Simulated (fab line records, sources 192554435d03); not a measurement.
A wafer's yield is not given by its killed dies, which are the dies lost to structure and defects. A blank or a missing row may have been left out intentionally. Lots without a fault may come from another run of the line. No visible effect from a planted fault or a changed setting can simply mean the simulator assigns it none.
Split-lot study ; flow n5-finfet ; on a route of 1938 steps: 7 lots, 21 wafers read

THE SPLIT
At N5_BEOL_M2_DESCUM_33 (chemistry O2, time 7 s), the setting time-s was moved away from the recipe's 7 s on 11 of the 21 wafers read, by -21.1% to +19.5%. The other wafers ran this setting at the recipe's value.

FROM THE SPLIT TO THE READING: what the file shows between them, 3 steps
- N5_BEOL_M2_ETCH_77: etches underlayer in N2/H2, target depth 6.5 nm, time 5.2 s
- N5_BEOL_M2_ETCH_69: etches SiARC in CF4, target depth 15.6 nm, time 26 s
- N5_BEOL_M2_ALD_98: deposits SiO2, target thk 2.5 nm, pulse time 1 s, co reactant pulse time 1 s

THE READING
CAR-EUV_of_BEOL_M2_COAT_22.thk-nm (the simulator's own value, which no gauge read), in nm, at N5_BEOL_M2_ETCHBACK_99 (etches SiO2 in CHF3, target depth 5 nm, time 10.4 s). The file does not state a usual value for it. Here, 10 wafers ran the recipe; their average is 10.5 nm with a standard deviation of 0.13 nm.

wafer;tool, chamber at the split;time-s as run, s;against the recipe;CAR-EUV_of_BEOL_M2_COAT_22.thk-nm, nm;against lot-mates on the recipe
L075.3;rie-diel-04, 1,3;7.454;+6.5%;10.2;-0.2
L075.4;rie-diel-04, 1,3;7.454;+6.5%;10.2;-0.2
L075.5;rie-diel-04, 3;7;recipe;10.4;-
L077.1;rie-diel-06, 3,0,2;7;recipe;10.4;-
L077.3;rie-diel-06, 3,0,2;7;recipe;10.4;-
L077.5;rie-diel-06, 3,0,2;7;recipe;10.2;-
L080.1;rie-diel-03, 0,1;8.329;+19.0%;10;-0.6
L080.3;rie-diel-03, 0,1;8.329;+19.0%;10;-0.6
L080.4;rie-diel-03, 2;7;recipe;10.6;-
L082.3;rie-diel-04, 3;7.619;+8.8%;10;-0.4
L082.5;rie-diel-04, 3;7.619;+8.8%;10;-0.4
L082.4;rie-diel-04, 0;7;recipe;10.4;-
L087.4;rie-diel-06, 3,0;7;recipe;10.6;-
L087.6;rie-diel-06, 3,0;7;recipe;10.6;-
L087.5;rie-diel-06, 1;8.364;+19.5%;9.8;-0.8
L090.3;rie-diel-03, 0;7;recipe;10.6;-
L090.4;rie-diel-03, 2;5.52;-21.1%;11.4;+0.8
L090.6;rie-diel-03, 3;5.52;-21.1%;11.2;+0.6
L091.2;rie-diel-06, 3;7;recipe;10.6;-
L091.3;rie-diel-06, 0,1;5.797;-17.2%;11.2;+0.6
L091.4;rie-diel-06, 0,1;5.797;-17.2%;11.2;+0.6
Where a row lists several chambers, the file gives one row for several wafers and doesn't say which wafer went through which chamber.

THE FIT
A straight line over all 21 wafers: CAR-EUV_of_BEOL_M2_COAT_22.thk-nm changes by -0.0365 nm for each +1% of time-s; r = -0.96; the points scatter about the line by 0.14 nm.
The same after taking each lot's own level away (the mean of its wafers on the recipe; 21 wafers): -0.0347 nm for each +1%; r = -0.99; scatter 0.068 nm.
Per that fit: largest time-s move, reading shift of 0.73 nm.
Measured against the standard deviation above, the lots' own levels, which go from 10.33 to 10.60 nm, span 2.0 times it.
Consequently the slope shifts little with the lot-to-lot level, the two slopes agreeing.
Check: +0.704 nm against its lot-mates is what the line predicts for one of the wafers moved furthest among these (-21.1%) when that wafer is left out of the fit. Against them it came out at +0.8 nm.

THESE WAFERS: OTHER SPLITS
Note: prior to the reading, these wafers also went through further splits. Each is held against what the fit with the lots' levels taken away leaves over:
other split on the same wafers;wafers away from the commonest value;r with CAR-EUV_of_BEOL_M2_COAT_22.thk-nm (lot level and that fit taken away)
N5_BEOL_M1_EXPOSE_08 dose-mj;5;+0.49
N5_BEOL_M1_ETCH_77 source-w;8;-0.29
N5_BEOL_M1_TRENCH_ETCH_37 bias-w;4;+0.20

THE WHOLE CHAIN: every reading that the file lists as answering this split, in the file's order
step;what it does;reading;change (the file's fit);r (the file's)
N5_BEOL_M2_DESCUM_33;chemistry O2, time 7 s;CAR-EUV_of_BEOL_M2_COAT_22.thk-nm (the simulator's own value, which no gauge read);-0.0344 nm for each +1% of the setting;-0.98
N5_BEOL_M2_ETCH_77;etches underlayer in N2/H2, target depth 6.5 nm, time 5.2 s;CAR-EUV_of_BEOL_M2_COAT_22.thk-nm (the simulator's own value, which no gauge read);-0.037 nm for each +1% of the setting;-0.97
N5_BEOL_M2_ETCH_69;etches SiARC in CF4, target depth 15.6 nm, time 26 s;CAR-EUV_of_BEOL_M2_COAT_22.thk-nm (the simulator's own value, which no gauge read);-0.0357 nm for each +1% of the setting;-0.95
N5_BEOL_M2_ETCHBACK_99;etches SiO2 in CHF3, target depth 5 nm, time 10.4 s;CAR-EUV_of_BEOL_M2_COAT_22.thk-nm (the simulator's own value, which no gauge read);-0.0355 nm for each +1% of the setting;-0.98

THE FILE'S OWN FIT
CAR-EUV_of_BEOL_M2_COAT_22.thk-nm changes by -0.0355 nm for each +1% of time-s, r = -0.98.
